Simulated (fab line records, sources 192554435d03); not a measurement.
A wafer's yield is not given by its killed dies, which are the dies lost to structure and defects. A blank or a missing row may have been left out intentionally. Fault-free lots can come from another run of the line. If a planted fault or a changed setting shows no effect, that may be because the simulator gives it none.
Comparing a struck lot with a sound one    flow n5_finfet    15 steps out of a route of 1938
Sound: these wafers, L870.1, L870.2, L870.6. Struck: wafer L876.4; the same lot's L876.3 was not struck, so it is left out; see the end for the cause.
For every step that has rows: the tool of each side, followed by ch and its chambers, followed by its first start. Under that, the readings that differ: sound wafers    struck wafers    difference of the means    sigmas: that difference in standard deviations of wafers without a fault.
alike: a reading whose means differ by less than 2 such deviations, as well as words and numbers matching on both sides. not compared: withheld readings; readings where some wafer has no value; bounds like >300 that might hide an equal value; numbers whose values overlap and for which the record gives no deviation.
A row with sigmas, a row that says differs or no value, or rows on one side alone: a step with any of these is where the two part. Numbers that don't overlap but have no deviation are shown without sigmas and don't part them. A reading that every wafer of one side lacks parts them only if that side has two wafers or more.

first, 1 step without rows for these wafers: N5_BEOL_M5_SPUTTER_81 (material Cu, target thk 15 nm, time 27.62 s).
N5_BEOL_M5_ANNEAL_82: time 1800 s.
  sound on pvd_sputter-03, day 10 05:50; struck on pvd_sputter-03, day 11 06:37
  alike: heater_power_w
then, 1 step without rows for these wafers: N5_BEOL_M5_SPUTTER_83 (material Cu, target thk 15 nm, time 27.62 s).
N5_BEOL_M5_ANNEAL_84: time 1800 s.
  sound on pvd_sputter-03, day 10 06:55; struck on pvd_sputter-03, day 11 07:42
  alike: heater_power_w
then, 1 step without rows for these wafers: N5_BEOL_M5_SPUTTER_88 (material Cu, target thk 15 nm, time 27.62 s).
N5_BEOL_M5_ANNEAL_89: time 1800 s.
  sound on pvd_sputter-03, day 10 08:01; struck on pvd_sputter-03, day 11 08:47
  alike: heater_power_w
N5_BEOL_M5_SPUTTER_90: material Cu, target thk 4.5 nm, time 8.29 s.
  sound on pvd_sputter-03, day 10 09:01; struck on pvd_sputter-03, day 11 09:48
  alike: throttle_valve_pct
then, 2 steps without rows for these wafers: N5_BEOL_M5_ECD_50 (material Cu, target thk 300 nm); N5_BEOL_M5_ANNEAL_51 (time 90 s).
N5_BEOL_M5_CMP_52: polishes, stops on SiCOH lowk, t overpolish 6.9 s, target thk 62 nm.
  sound on cmp-02 ch 0,3, day 10 09:31; struck on cmp-01 ch 1, day 11 10:19
reading              sound        struck  difference  sigmas
motor_current_A (A)  4.6 5.5 5.5  7.5     +2.3        +3
  alike: barrier_field_endpoint_s, overpolish_run_s, time_to_endpoint_s
N5_BEOL_M5_THK_MEAS_53: measures by xrf.
  sound on film_metro-01, day 10 09:49; struck on film_metro-02, day 11 10:36
reading      sound           struck  difference  sigmas
M5_THK (nm)  61.0 59.5 60.5  67.4    +7.1        +4
then, 1 step without rows for these wafers: N5_BEOL_M5_PRE_CLEAN_77 (time 15 s).
N5_BEOL_M5_CO_CAP_78: material Co, precursor CCTBA/H2, target thk 2 nm, time 102.1 s.
  sound on cvd_co-02 ch 0,2, day 10 09:53; struck on cvd_co-01 ch 1, day 11 10:41
reading                                    sound              struck  difference  sigmas
run_length_s (s)                           124.5 125.7 124.5  159.4   +34.5       +75
model.Co_of_BEOL_M5_CO_CAP_78.thk_nm (nm)  2 2 2.2            2.6     +0.5        
  alike: heater_power_w
then, 1 step without rows for these wafers: N5_BEOL_M5_PRE_CLEAN_55 (time 15 s).
-- record jumps: 4 days separate the struck wafers' starts on either side; left off in module BEOL_M5, taken up again in module PASSIVATION, whose first shown step is the route's number 1936 --
N5_PASSIVATION_PROBE_49:
  only the struck wafers here have rows in the record (prober-02, day 15 09:14); the sound ones have none

WHERE THEY PART
Earliest at N5_BEOL_M5_CMP_52; latest, in this record, at N5_PASSIVATION_PROBE_49.

WHY: what had been put in by the simulator
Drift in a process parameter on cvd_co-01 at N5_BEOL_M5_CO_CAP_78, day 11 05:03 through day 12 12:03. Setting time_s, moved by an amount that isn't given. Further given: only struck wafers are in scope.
